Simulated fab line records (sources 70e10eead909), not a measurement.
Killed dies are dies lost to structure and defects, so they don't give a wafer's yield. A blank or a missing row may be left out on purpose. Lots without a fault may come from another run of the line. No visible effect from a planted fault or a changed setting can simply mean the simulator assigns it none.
Chamber matching / flow nand-harc / NHARC_A_WL_FILL_ETCHBACK_26 on rie-si-05: 4 sister chambers
The step etches the open film in HBr, target depth 52 nm, time 13.3 s. 8 wafers are shown with their chamber, then 11 later ones without.

WAFERS, EACH WITH ITS CHAMBER
wafer=L082.3; chamber=2; rf-fwd-power-W (W)=344.9; he-backside-leak-sccm (sccm)=2.72
wafer=L084.2; chamber=0; rf-fwd-power-W (W)=340.9; he-backside-leak-sccm (sccm)=2.82
wafer=L086.1; chamber=3; rf-fwd-power-W (W)=344.0; he-backside-leak-sccm (sccm)=2.91
wafer=L086.5; chamber=1; rf-fwd-power-W (W)=344.5; he-backside-leak-sccm (sccm)=2.67
wafer=L087.1; chamber=2; rf-fwd-power-W (W)=344.7; he-backside-leak-sccm (sccm)=2.79
wafer=L087.2; chamber=0; rf-fwd-power-W (W)=341.7; he-backside-leak-sccm (sccm)=2.84
wafer=L087.4; chamber=1; rf-fwd-power-W (W)=343.0; he-backside-leak-sccm (sccm)=2.55
wafer=L088.2; chamber=3; rf-fwd-power-W (W)=344.4; he-backside-leak-sccm (sccm)=2.85

WAFERS WHOSE CHAMBER IS MISSING
wafer=L088.4; rf-fwd-power-W (W)=340.2; he-backside-leak-sccm (sccm)=2.64
wafer=L088.5; rf-fwd-power-W (W)=346.0; he-backside-leak-sccm (sccm)=3.06
wafer=L090.1; rf-fwd-power-W (W)=341.4; he-backside-leak-sccm (sccm)=2.81
wafer=L090.3; rf-fwd-power-W (W)=342.2; he-backside-leak-sccm (sccm)=2.61
wafer=L090.6; rf-fwd-power-W (W)=345.1; he-backside-leak-sccm (sccm)=2.95
wafer=L095.1; rf-fwd-power-W (W)=345.5; he-backside-leak-sccm (sccm)=3.00
wafer=L095.2; rf-fwd-power-W (W)=343.4; he-backside-leak-sccm (sccm)=2.60
wafer=L095.5; rf-fwd-power-W (W)=344.3; he-backside-leak-sccm (sccm)=3.00
wafer=L094.1; rf-fwd-power-W (W)=341.3; he-backside-leak-sccm (sccm)=2.65
wafer=L094.3; rf-fwd-power-W (W)=345.8; he-backside-leak-sccm (sccm)=2.78
wafer=L094.6; rf-fwd-power-W (W)=340.9; he-backside-leak-sccm (sccm)=2.66

EACH ONE'S CHAMBER
wafer=L088.4; from the rows above=can't be placed: 0 or 1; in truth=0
wafer=L088.5; from the rows above=can't be placed: 3 or 2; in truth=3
wafer=L090.1; from the rows above=0; in truth=0
wafer=L090.3; from the rows above=can't be placed: 1 or 0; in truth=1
wafer=L090.6; from the rows above=can't be placed: 3 or 2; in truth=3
wafer=L095.1; from the rows above=can't be placed: 3 or 2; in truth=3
wafer=L095.2; from the rows above=1; in truth=1
wafer=L095.5; from the rows above=3; in truth=3
wafer=L094.1; from the rows above=can't be placed: 0 or 1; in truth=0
wafer=L094.3; from the rows above=can't be placed: 2 or 3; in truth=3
wafer=L094.6; from the rows above=can't be placed: 0 or 1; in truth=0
3 of 11 placed correctly. Cannot be placed on the basis of these rows: 8; the candidates contain the true chamber in 8. Wrongly placed: 0.
How it was worked out, from the rows above alone: a wafer's distance from a chamber is the root of the sum, over the readings, of the square of ((its reading less the chamber's mean) divided by the reading's scatter). The wafer belongs to the nearest chamber; if the next one is less than 2 further off, it can't be placed. Each chamber's mean is taken over the wafers shown for it. How the scatter is found: for the shown wafers, subtract from each reading the mean of its chamber, square and add these, divide the total by (wafers less chambers), then take the root.
